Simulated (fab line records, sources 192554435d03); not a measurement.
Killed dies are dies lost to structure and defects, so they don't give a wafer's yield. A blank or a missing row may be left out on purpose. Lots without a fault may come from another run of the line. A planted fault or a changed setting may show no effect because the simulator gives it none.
Chamber matching | flow n5_finfet | N5_DUMMY_GATE_ALD_02 on ald_sin-01: 4 sister chambers
The step deposits SiO2, target thk 2 nm, pulse time 1 s. 4 wafers are shown with their chamber, then 11 later ones without.

WAFERS WITH THEIR CHAMBER
wafer  | chamber | heater_power_w (W)
L084.4 | 1       | 438
L087.1 | 0       | 526
L087.2 | 3       | 496
L088.2 | 2       | 467

WAFERS WITHOUT THEIR CHAMBER
wafer  | heater_power_w (W)
L088.3 | 494
L088.5 | 483
L089.3 | 483
L089.5 | 487
L089.6 | 431
L093.2 | 513
L093.3 | 452
L093.6 | 511
L097.1 | 429
L097.3 | 496
L097.6 | 487

WHICH CHAMBER EACH WENT THROUGH
wafer  | from the rows above     | in truth
L088.3 | 3                       | 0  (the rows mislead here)
L088.5 | can't be placed: 3 or 2 | 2
L089.3 | can't be placed: 3 or 2 | 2
L089.5 | can't be placed: 3 or 2 | 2
L089.6 | 1                       | 1
L093.2 | can't be placed: 0 or 3 | 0
L093.3 | can't be placed: 1 or 2 | 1
L093.6 | can't be placed: 0 or 3 | 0
L097.1 | 1                       | 1
L097.3 | 3                       | 3
L097.6 | can't be placed: 3 or 2 | 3
Placed correctly: 3 of 11. Can't be placed from these rows: 7 (the true chamber is among the candidates in 7). Placed wrongly: 1.
How it was worked out, from the rows above alone: a wafer's distance from a chamber is the root of the sum, over the readings, of the square of ((its reading less the chamber's mean) divided by the reading's scatter). The wafer belongs to the nearest chamber; if the next one is less than 2 further off, it can't be placed. A chamber's mean is the mean of its shown wafers. The scatter: with one shown wafer a chamber, the root of the mean of the squares of how far each hidden wafer lies from its nearest shown one.
